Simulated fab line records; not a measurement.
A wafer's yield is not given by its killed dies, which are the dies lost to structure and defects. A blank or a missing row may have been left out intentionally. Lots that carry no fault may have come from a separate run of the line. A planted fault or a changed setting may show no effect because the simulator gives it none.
Which tool did it? || flow n5-finfet || 12 lots with 34 wafers sampled at 3 steps, on a route of 1938 steps

WHAT THE GAUGES READ, wafer by wafer
N5_SDB_OVL_MEAS_12.
{"lot": "L996", "measured": "day 4 07:03", "on": "overlay-01", "SDB_OVL (nm)": "0.3 0.0 0.2"}
{"lot": "L997", "measured": "day 4 13:20", "on": "overlay-01", "SDB_OVL (nm)": "0.3 0.8 0.2"}
{"lot": "L999", "measured": "day 4 18:07", "on": "overlay-01", "SDB_OVL (nm)": "-0.3 -0.9 -0.1"}
{"lot": "L100", "measured": "day 5 03:00", "on": "overlay-02", "SDB_OVL (nm)": "0.1 -0.1 -0.8"}
{"lot": "L101", "measured": "day 5 07:08", "on": "overlay-01", "SDB_OVL (nm)": "0.8 0.2 -0.1"}
{"lot": "L102", "measured": "day 5 15:28", "on": "overlay-02", "SDB_OVL (nm)": "1.0 0.1 1.0"}
{"lot": "L107", "measured": "day 7 02:46", "on": "overlay-01", "SDB_OVL (nm)": "22.5 20.9 22.1"}
{"lot": "L110", "measured": "day 7 17:04", "on": "overlay-02", "SDB_OVL (nm)": "21.0 23.0 21.9"}
{"lot": "L111", "measured": "day 7 20:23", "on": "overlay-02", "SDB_OVL (nm)": "-0.1 0.2 0.5"}
{"lot": "L112", "measured": "day 8 08:09", "on": "overlay-02", "SDB_OVL (nm)": "-0.7 -0.6"}
{"lot": "L114", "measured": "day 8 16:38", "on": "overlay-02", "SDB_OVL (nm)": "-0.4 -0.3 -1.4"}
{"lot": "L117", "measured": "day 9 10:09", "on": "overlay-02", "SDB_OVL (nm)": "0.1 0.0"}

EACH LOT AND THE TOOL THAT RAN IT (in order: tool; ch and the chambers of the sampled wafers; start)
{"lot": "L996", "N5_ILD0_CMP_03": "cmp-04 ch 1,2,3, day 4 02:41", "N5_SDB_EXPOSE_08": "arfi-scanner-01 ch 0, day 4 06:53"}
{"lot": "L997", "N5_ILD0_CMP_03": "cmp-04 ch 0,2, day 4 09:04", "N5_SDB_EXPOSE_08": "arfi-scanner-01 ch 0, day 4 13:11"}
{"lot": "L999", "N5_ILD0_CMP_03": "cmp-01 ch 0,1, day 4 13:40", "N5_SDB_EXPOSE_08": "arfi-scanner-02 ch 0, day 4 17:58"}
{"lot": "L100", "N5_ILD0_CMP_03": "cmp-04 ch 1,2,3, day 4 22:43", "N5_SDB_EXPOSE_08": "arfi-scanner-02 ch 0, day 5 02:51"}
{"lot": "L101", "N5_ILD0_CMP_03": "cmp-01 ch 0,1,3, day 5 02:49", "N5_SDB_EXPOSE_08": "arfi-scanner-01 ch 0, day 5 06:58"}
{"lot": "L102", "N5_ILD0_CMP_03": "cmp-04 ch 0,1, day 5 11:06", "N5_SDB_EXPOSE_08": "arfi-scanner-02 ch 0, day 5 15:19"}
{"lot": "L107", "N5_ILD0_CMP_03": "cmp-01 ch 0,2,3, day 6 22:22", "N5_SDB_EXPOSE_08": "arfi-scanner-01 ch 0, day 7 02:38"}
{"lot": "L110", "N5_ILD0_CMP_03": "cmp-04 ch 0,1,3, day 7 12:43", "N5_SDB_EXPOSE_08": "arfi-scanner-01 ch 0, day 7 16:55"}
{"lot": "L111", "N5_ILD0_CMP_03": "cmp-04 ch 0,2,3, day 7 16:01", "N5_SDB_EXPOSE_08": "arfi-scanner-03 ch 0, day 7 20:14"}
{"lot": "L112", "N5_ILD0_CMP_03": "cmp-04 ch 1,3, day 8 03:46", "N5_SDB_EXPOSE_08": "arfi-scanner-03 ch 0, day 8 07:59"}
{"lot": "L114", "N5_ILD0_CMP_03": "cmp-04 ch 1,3, day 8 12:05", "N5_SDB_EXPOSE_08": "arfi-scanner-03 ch 0, day 8 16:29"}
{"lot": "L117", "N5_ILD0_CMP_03": "cmp-04 ch 0,1, day 9 05:51", "N5_SDB_EXPOSE_08": "arfi-scanner-02 ch 0, day 9 10:01"}
- N5_ILD0_CMP_03: polishes, stops on SiNx, t overpolish 1.9 s, target thk 197.38 nm.
- N5_SDB_EXPOSE_08: exposes mask SDB.

WHAT THE TOOLS THEMSELVES READ (means of the sampled wafers that have a number; where no wafer has one, the mark that the record gives instead)
N5_ILD0_CMP_03.
{"lot": "L996", "tool": "cmp-04", "motor-current-A (A)": 12.6, "overpolish-run-s (s)": 1.901, "time-to-endpoint-s (s)": 70}
{"lot": "L997", "tool": "cmp-04", "motor-current-A (A)": 11.7, "overpolish-run-s (s)": 1.898, "time-to-endpoint-s (s)": 69}
{"lot": "L999", "tool": "cmp-01", "motor-current-A (A)": 12.6, "overpolish-run-s (s)": 1.896, "time-to-endpoint-s (s)": 66}
{"lot": "L100", "tool": "cmp-04", "motor-current-A (A)": 12.5, "overpolish-run-s (s)": 1.893, "time-to-endpoint-s (s)": 70}
{"lot": "L101", "tool": "cmp-01", "motor-current-A (A)": 12.5, "overpolish-run-s (s)": 1.903, "time-to-endpoint-s (s)": 68}
{"lot": "L102", "tool": "cmp-04", "motor-current-A (A)": 12.2, "overpolish-run-s (s)": 1.909, "time-to-endpoint-s (s)": 69}
{"lot": "L107", "tool": "cmp-01", "motor-current-A (A)": 12.6, "overpolish-run-s (s)": 1.895, "time-to-endpoint-s (s)": 69}
{"lot": "L110", "tool": "cmp-04", "motor-current-A (A)": 12.6, "overpolish-run-s (s)": 1.892, "time-to-endpoint-s (s)": 73}
{"lot": "L111", "tool": "cmp-04", "motor-current-A (A)": 12.7, "overpolish-run-s (s)": 1.905, "time-to-endpoint-s (s)": 73}
{"lot": "L112", "tool": "cmp-04", "motor-current-A (A)": 13.0, "overpolish-run-s (s)": 1.897, "time-to-endpoint-s (s)": 75}
{"lot": "L114", "tool": "cmp-04", "motor-current-A (A)": 12.6, "overpolish-run-s (s)": 1.902, "time-to-endpoint-s (s)": 74}
{"lot": "L117", "tool": "cmp-04", "motor-current-A (A)": 11.8, "overpolish-run-s (s)": 1.901, "time-to-endpoint-s (s)": 78}

N5_SDB_EXPOSE_08.
{"lot": "L996", "tool": "arfi-scanner-01", "exposure-dose-mJ-cm2": 49.56, "stage-vel-mm-s (mm/s)": 500.35}
{"lot": "L997", "tool": "arfi-scanner-01", "exposure-dose-mJ-cm2": 49.53, "stage-vel-mm-s (mm/s)": 499.96}
{"lot": "L999", "tool": "arfi-scanner-02", "exposure-dose-mJ-cm2": 49.78, "stage-vel-mm-s (mm/s)": 499.98}
{"lot": "L100", "tool": "arfi-scanner-02", "exposure-dose-mJ-cm2": 49.76, "stage-vel-mm-s (mm/s)": 499.85}
{"lot": "L101", "tool": "arfi-scanner-01", "exposure-dose-mJ-cm2": 49.59, "stage-vel-mm-s (mm/s)": 500.07}
{"lot": "L102", "tool": "arfi-scanner-02", "exposure-dose-mJ-cm2": 49.68, "stage-vel-mm-s (mm/s)": 499.79}
{"lot": "L107", "tool": "arfi-scanner-01", "exposure-dose-mJ-cm2": 49.57, "stage-vel-mm-s (mm/s)": 499.97}
{"lot": "L110", "tool": "arfi-scanner-01", "exposure-dose-mJ-cm2": 49.55, "stage-vel-mm-s (mm/s)": 499.97}
{"lot": "L111", "tool": "arfi-scanner-03", "exposure-dose-mJ-cm2": 49.55, "stage-vel-mm-s (mm/s)": 499.64}
{"lot": "L112", "tool": "arfi-scanner-03", "exposure-dose-mJ-cm2": 49.61, "stage-vel-mm-s (mm/s)": 499.64}
{"lot": "L114", "tool": "arfi-scanner-03", "exposure-dose-mJ-cm2": 49.64, "stage-vel-mm-s (mm/s)": 500.20}
{"lot": "L117", "tool": "arfi-scanner-02", "exposure-dose-mJ-cm2": 49.80, "stage-vel-mm-s (mm/s)": 500.00}

THE ANSWER, worked out from the rows above alone
Rule: the lots themselves supply what counts as usual. The widest of any qualifying gaps counts: lots, ordered by their means at a reading, are off when they make up no more than a third of the lots, leave a main group of 4 or more, and stand apart from it by 3 or more times the standard deviation of that group's means. If all means in a main group match to the digits the tables above print for the reading, that group is not used. Also off: a lot with no number at a reading for which 4 or more lots have one. Any other lot the step has rows for is counted as sound. After the gauges, taken in route order, come the tools' own readings; for these a lot's mean is taken, as printed above. At the first step where some lot is off, the reading lying furthest off is the one used; lots without a number count as furthest.
Off: at N5_SDB_OVL_MEAS_12 (SDB_OVL), L107, L110. For the main group the mean is -0.0 nm and the standard deviation 0.45.
If a tool, at a process step before that reading, ran all the lots that are off and no sound lot after the first of them, it fits. Gauges at N5_SDB_OVL_MEAS_12: tried the same way as those tools. One candidate fits, namely arfi-scanner-01 at N5_SDB_EXPOSE_08. A fault onset in the window from L101 (day 5 06:58, its last sound lot) to L107 (day 7 02:38, its first lot off) fits.

WHAT THE SIMULATOR HAD PUT IN
Scanner matching overlay: arfi-scanner-01, from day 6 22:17 on, at N5_SDB_EXPOSE_08. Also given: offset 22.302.
Lots struck among those shown: L107, L110. This agrees with what the rule above found.
